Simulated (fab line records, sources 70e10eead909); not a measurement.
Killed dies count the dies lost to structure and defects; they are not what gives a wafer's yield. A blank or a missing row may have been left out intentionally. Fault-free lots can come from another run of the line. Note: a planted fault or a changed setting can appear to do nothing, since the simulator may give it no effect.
A struck lot beside a sound one :: flow nand harc :: 17 out of 1302 route steps
Sound: wafers L564.2, L564.3, L564.6. Wafers L556.1, L556.5, L556.6 were the ones struck. The cause is named last.
At each step with rows: each side's tool, then ch and its chambers, then its first start. Under that, the readings that differ: sound wafers :: struck wafers :: difference of the means :: sigmas: that difference in standard deviations of wafers without a fault.
alike: readings whose means differ by less than 2 such deviations, and words and numbers that are the same on both sides. not compared: withheld readings, readings that some wafer has no value for, bounds like >300 that may hide the same value, and numbers for which the record gives no deviation and whose values overlap.
A row with sigmas, a row that says differs or no value, or rows on one side alone: a step with any of these is where the two part. Numbers that don't overlap but have no deviation are shown without sigmas and don't part them. Lack of a reading on every wafer of one side parts them only where that side has two or more wafers.

NHARC_P_ZERO_WELL_CD_MEAS_24: target cd 720 nm.
  sound on cd sem-02 ch 0, day 9 00:50; struck on cd sem-03 ch 0, day 5 16:39
  alike: cd nm
then, 1 step without rows for these wafers: NHARC_P_ZERO_WELL_HARDBAKE_25 (time 80 s).
NHARC_P_ZERO_WELL_DESCUM_26: chemistry O2, time 3 s.
  sound on rie diel-07 ch 0,1, day 9 01:00; struck on rie diel-07 ch 0,3, day 5 16:56
  alike: drypump motor current A, oes product au, rf vpp V, showerhead plenum p Torr, throttle valve pct
  not compared: rf hours counter h
then, 9 steps without rows for these wafers: NHARC_P_ZERO_WELL_IMPLANT_27; NHARC_P_ZERO_WELL_IMPLANT_57; NHARC_P_ZERO_WELL_IMPLANT_58; NHARC_P_ZERO_WELL_STRIP_28 (strips in SPM, time 840 s); NHARC_P_ZERO_WELL_DEHYDRATE_29 (time 120 s); NHARC_P_ZERO_WELL_HMDS_30 (time 30 s); NHARC_P_ZERO_WELL_COAT_31; NHARC_P_ZERO_WELL_SOFTBAKE_32 (time 95 s); NHARC_P_ZERO_WELL_EBR_33.
NHARC_P_ZERO_WELL_EXPOSE_34: exposes mask P PWELL, target cd 720 nm.
  sound on krf scanner-01 ch 0, day 9 02:12; struck on krf scanner-04 ch 0, day 5 18:15
reading: mask
sound: P_PWELL#0 P_PWELL#0 P_PWELL#0
struck: P_PWELL_R1#0 P_PWELL_R1#0 P_PWELL_R1#0
difference: differs
sigmas: 
then, 2 steps without rows for these wafers: NHARC_P_ZERO_WELL_PEB_35 (peb time 85 s); NHARC_P_ZERO_WELL_DEVELOP_36 (time 70 s).
NHARC_P_ZERO_WELL_CD_MEAS_37: target cd 720 nm.
  sound on cd sem-02 ch 0, day 9 02:21; struck on cd sem-03 ch 0, day 5 18:25
reading: cd nm (nm)
sound: 718.1 719.2 718.8
struck: 732.5 732.6 731.8
difference: +13.6
sigmas: +10
then, 1 step without rows for these wafers: NHARC_P_ZERO_WELL_HARDBAKE_38 (time 80 s).

## WHERE THEY PART
Earliest at NHARC_P_ZERO_WELL_EXPOSE_34; latest, in this record, at NHARC_P_ZERO_WELL_CD_MEAS_37.

WHY: what the simulator had put in
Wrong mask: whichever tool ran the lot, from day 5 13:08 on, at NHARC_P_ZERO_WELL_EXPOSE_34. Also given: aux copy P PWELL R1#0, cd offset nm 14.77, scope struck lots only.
